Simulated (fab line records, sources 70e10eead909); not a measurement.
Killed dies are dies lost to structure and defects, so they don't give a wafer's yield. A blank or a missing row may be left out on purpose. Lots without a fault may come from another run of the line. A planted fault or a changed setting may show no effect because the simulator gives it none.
Chamber matching | flow nand_harc | NHARC_A_CHANNEL_HOLE_D1_ETCH_44 on rie_diel-11: 4 sister chambers
The step etches the open film in CF4/O2, target depth 140 nm, overetch 14 nm, time 77 s. 18 wafers are shown with their chamber, then 9 later ones without.

WAFERS WITH THEIR CHAMBER
wafer  | chamber | showerhead_plenum_p_Torr (Torr) | drypump_motor_current_A (A) | rf_vpp_V (V)
L175.2 | 0       | 1.30                            | 5.7                         | 198.0
L175.5 | 1       | 1.39                            | 5.9                         | 199.2
L175.6 | 2       | 1.36                            | 5.2                         | 197.7
L176.2 | 1       | 1.39                            | 5.9                         | 198.9
L176.5 | 3       | 1.33                            | 5.5                         | 197.8
L176.6 | 0       | 1.30                            | 5.6                         | 197.2
L182.4 | 2       | 1.36                            | 5.2                         | 198.8
L182.5 | 0       | 1.30                            | 5.7                         | 196.2
L182.6 | 3       | 1.33                            | 5.4                         | 197.7
L183.1 | 1       | 1.38                            | 5.8                         | 199.6
L183.2 | 2       | 1.36                            | 5.2                         | 196.7
L183.4 | 0       | 1.30                            | 5.7                         | 196.3
L184.2 | 0       | 1.30                            | 5.7                         | 197.4
L184.3 | 1       | 1.38                            | 5.8                         | 197.5
L184.6 | 2       | 1.36                            | 5.2                         | 198.3
L186.1 | 2       | 1.36                            | 5.2                         | 196.9
L186.3 | 3       | 1.33                            | 5.4                         | 197.3
L186.6 | 1       | 1.38                            | 5.8                         | 199.5

SIGNATURES (means of the wafers above)
reading                  | chamber 0 | chamber 1 | chamber 2 | chamber 3 | scatter within a chamber
showerhead_plenum_p_Torr | 1.3000    | 1.3840    | 1.3600    | 1.3300    | 0.00293
drypump_motor_current_A  | 5.680     | 5.840     | 5.200     | 5.433     | 0.0436
rf_vpp_V                 | 197.020   | 198.940   | 197.680   | 197.600   | 0.782
Rule: a wafer's distance from a chamber is the root of the sum, over the readings, of the square of ((its reading less the chamber's mean) divided by the reading's scatter). The wafer belongs to the nearest chamber; if the next one is less than 2 further off, it can't be placed. The scatter: the root of (the sum of the squares of (reading less its chamber's mean) over the shown wafers, divided by (wafers less chambers)).

WAFERS WITHOUT THEIR CHAMBER
wafer  | showerhead_plenum_p_Torr (Torr) | drypump_motor_current_A (A) | rf_vpp_V (V)
L197.1 | 1.33                            | 5.4                         | 197.8
L197.4 | 1.35                            | 5.2                         | 199.0
L197.6 | 1.29                            | 5.6                         | 197.8
L196.1 | 1.38                            | 5.8                         | 200.1
L196.3 | 1.33                            | 5.4                         | 198.1
L196.6 | 1.33                            | 5.4                         | 197.1
L198.2 | 1.29                            | 5.7                         | 197.2
L198.3 | 1.38                            | 5.8                         | 198.4
L198.5 | 1.38                            | 5.9                         | 198.8

WHICH CHAMBER EACH WENT THROUGH
wafer  | from the rows above | in truth
L197.1 | 3                   | 3
L197.4 | 2                   | 2
L197.6 | 0                   | 0
L196.1 | 1                   | 1
L196.3 | 3                   | 3
L196.6 | 3                   | 3
L198.2 | 0                   | 0
L198.3 | 1                   | 1
L198.5 | 1                   | 1
Placed correctly: 9 of 9. Can't be placed from these rows: 0. Placed wrongly: 0.
